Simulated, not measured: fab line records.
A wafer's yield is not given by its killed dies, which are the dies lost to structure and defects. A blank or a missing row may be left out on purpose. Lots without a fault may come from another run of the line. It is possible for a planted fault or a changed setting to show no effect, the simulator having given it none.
Chamber matching + flow n5Finfet + N5_BEOL_M2_ETCH_77 on rieDiel-02 has 4 sister chambers
The step etches underlayer in N2/H2, target depth 6.5 nm, time 5.2 s. 24 wafers are shown with their chamber, then 12 later ones without.

WAFERS PAIRED WITH THEIR CHAMBERS
| wafer  | chamber | showerheadPlenumPTorr (Torr) | drypumpMotorCurrentA (A) | rfVppV (V) |
|--------|---------|------------------------------|--------------------------|------------|
| L074.1 | 3       | 2.47                         | 5.9                      | 519.1      |
| L074.2 | 1       | 2.66                         | 5.4                      | 526.0      |
| L074.3 | 0       | 2.35                         | 6.4                      | 517.6      |
| L074.4 | 2       | 2.49                         | 5.8                      | 522.2      |
| L074.5 | 1       | 2.66                         | 5.4                      | 525.6      |
| L074.6 | 2       | 2.49                         | 5.8                      | 523.7      |
| L075.1 | 3       | 2.47                         | 6.0                      | 523.2      |
| L075.3 | 0       | 2.34                         | 6.4                      | 518.0      |
| L075.5 | 2       | 2.49                         | 5.8                      | 523.7      |
| L076.2 | 0       | 2.34                         | 6.4                      | 516.3      |
| L076.3 | 1       | 2.66                         | 5.4                      | 525.2      |
| L076.5 | 3       | 2.47                         | 6.0                      | 522.1      |
| L077.3 | 3       | 2.47                         | 6.0                      | 523.0      |
| L077.5 | 2       | 2.49                         | 5.8                      | 523.4      |
| L077.6 | 1       | 2.66                         | 5.4                      | 526.9      |
| L081.1 | 0       | 2.34                         | 6.3                      | 519.1      |
| L081.3 | 2       | 2.49                         | 5.8                      | 521.0      |
| L081.6 | 2       | 2.49                         | 5.7                      | 520.7      |
| L084.1 | 3       | 2.46                         | 6.0                      | 521.7      |
| L084.2 | 0       | 2.34                         | 6.4                      | 520.3      |
| L084.4 | 3       | 2.46                         | 5.9                      | 521.9      |
| L086.1 | 2       | 2.48                         | 5.8                      | 523.1      |
| L086.4 | 1       | 2.65                         | 5.3                      | 527.5      |
| L086.6 | 3       | 2.46                         | 6.0                      | 520.4      |

SIGNATURES (means of the wafers above)
| reading               | chamber 0 | chamber 1 | chamber 2 | chamber 3 | scatter within a chamber |
|-----------------------|-----------|-----------|-----------|-----------|--------------------------|
| showerheadPlenumPTorr | 2.3420    | 2.6580    | 2.4886    | 2.4657    | 0.00457                  |
| drypumpMotorCurrentA  | 6.380     | 5.380     | 5.786     | 5.971     | 0.0441                   |
| rfVppV                | 518.260   | 526.240   | 522.543   | 521.629   | 1.32                     |
Rule: a wafer lies at a distance from a chamber equal to the root of the sum of squares, over the readings, of (its reading less the chamber's mean, divided by the reading's scatter). The wafer belongs to the nearest chamber; if the next one is less than 2 further off, it can't be placed. How the scatter is found: for the shown wafers, subtract from each reading the mean of its chamber, square and add these, divide the total by (wafers less chambers), then take the root.

WAFERS MISSING THEIR CHAMBER
| wafer  | showerheadPlenumPTorr (Torr) | drypumpMotorCurrentA (A) | rfVppV (V) |
|--------|------------------------------|--------------------------|------------|
| L087.1 | 2.46                         | 5.9                      | 521.6      |
| L087.4 | 2.64                         | 5.4                      | 525.8      |
| L087.5 | 2.46                         | 6.0                      | 522.5      |
| L092.1 | 2.48                         | 5.8                      | 523.3      |
| L092.2 | 2.64                         | 5.4                      | 528.2      |
| L092.6 | 2.33                         | 6.3                      | 517.5      |
| L096.2 | 2.47                         | 5.8                      | 521.4      |
| L096.3 | 2.64                         | 5.4                      | 527.8      |
| L096.5 | 2.47                         | 5.8                      | 520.3      |
| L097.1 | 2.33                         | 6.3                      | 515.8      |
| L097.3 | 2.45                         | 6.0                      | 521.9      |
| L097.5 | 2.45                         | 6.0                      | 520.2      |

CHAMBER TAKEN BY EACH
| wafer  | from the rows above     | in truth |
|--------|-------------------------|----------|
| L087.1 | 3                       | 3        |
| L087.4 | 1                       | 1        |
| L087.5 | 3                       | 3        |
| L092.1 | 2                       | 2        |
| L092.2 | 1                       | 1        |
| L092.6 | 0                       | 0        |
| L096.2 | can't be placed: 3 or 2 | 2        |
| L096.3 | 1                       | 1        |
| L096.5 | can't be placed: 3 or 2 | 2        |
| L097.1 | 0                       | 0        |
| L097.3 | 3                       | 3        |
| L097.5 | 3                       | 3        |
Correctly placed: 10 of 12. Unplaceable from these rows: 2, with the true chamber sitting among the candidates in 2. Placed wrongly: 0.
